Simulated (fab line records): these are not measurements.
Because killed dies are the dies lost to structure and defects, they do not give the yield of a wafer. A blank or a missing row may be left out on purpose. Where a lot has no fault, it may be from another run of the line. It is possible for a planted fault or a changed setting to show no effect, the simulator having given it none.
Problem report, 8D (eight disciplines) form, completed by code -- flow nand_harc -- the parts of the form that need people (team, actions taken, sign-off) are left out

== 1. PROBLEM STATEMENT ==
killed_at_array at NHARC_END_SORT_01 reads a mean of 152 on 2 wafers of 2 lots; wafers without a fault read 63 with a standard deviation of 17. That puts it +5.3 standard deviations away from the usual mean.
The first sign was on wafer L511.5 at day 33 06:20, on prober-02. Wafers with a number at this step in the record: 7, from 3 lots. By rule, "out" or "out of limits" means more than 4 standard deviations away from the usual mean. All remaining wafers that have a number are taken as sound.

== 2. WHAT IT IS, WHAT IT ISN'T ==
question,is,is not
which readings at this step,"killed_at_array, killed_dies","killed_at_other, killed_at_periphery, killed_open, killed_short"
which lots,"L511, L512",L502
which wafers of those lots,"L511.5, L512.5","L511.3, L512.4"
read on which gauges,"prober-01, prober-02",-
when,from day 33 06:20,up to then (4 sound wafers); but 1 sound wafer of L512 came after

== 3. WHAT RULES OUT EACH SUSPECT ==
Counting: any tool at a process step up to the reading remains a suspect provided it ran every lot that is out. Sound lots after the first of them don't rule it out here, since some wafers of a struck lot are sound.
- ruled out: the gauge at NHARC_END_SORT_01. Those wafers that are out were read across 2 gauges (prober-01, prober-02).
- rie_diel-13 at NHARC_A_BLC_ETCH_17 (etches the open film in N2/H2, target depth 390 nm, time 609.38 s): kept. Every lot that is out went through it, the first being L511 (day 31 01:42); the last sound lot it ran before that was L502 (day 27 04:24). Out on those wafers are its own readings of oes_product_au.
- Within rie_diel-13 at NHARC_A_BLC_ETCH_17: the wafers that are out ran in chambers 2, 3; their sound lot-mates ran in chambers 0, 1.
After counting, what remains is rie_diel-13 at NHARC_A_BLC_ETCH_17.

== 4. THE CAUSE (what the simulator had put in) ==
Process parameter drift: rie_diel-13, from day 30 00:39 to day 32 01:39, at NHARC_A_BLC_ETCH_17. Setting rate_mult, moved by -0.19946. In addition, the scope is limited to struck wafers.
After counting, this tool was the only one left.

== 5. THE EFFECT CHAIN, in route order ==
Each row: a reading where the mean over the struck wafers with a number is more than 3 standard deviations away from the usual. Only readings whose record carries a usual standard deviation are examined. hours: median over the lots of the time between each lot's start at the first step of this table that gives one and its start at this step. sigmas: the change, counted in usual standard deviations.
hours,step,reading,usual,on struck wafers,change,sigmas
0,NHARC_A_BLC_ETCH_17,oes_product_au,1.003 a.u.,0.875,-0.127,-12
50,NHARC_END_SORT_01,killed_at_array,63,152,+90,+5.3
50,NHARC_END_SORT_01,killed_dies,67,156,+90,+5.3
It contains these process steps:
- NHARC_A_BLC_ETCH_17: etches the open film in N2/H2, target depth 390 nm, time 609.38 s.

== 6. HOW IT WOULD HAVE BEEN CAUGHT EARLIER ==
The first out-of-limits reading at a measuring or inspecting step in this record came at day 33 06:20, 78 hours after the fault's start at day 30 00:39.
At NHARC_A_BLC_ETCH_17, the tool's own readings (oes_product_au) were out on each struck wafer the step has a row for, so an alarm limit on them would have fired on the first such wafer.
By day 33 06:20 the whole set of lots that are out, 2 in number, had already begun NHARC_A_BLC_ETCH_17 on rie_diel-13. Tool hold at that time: it would have spared none of them.
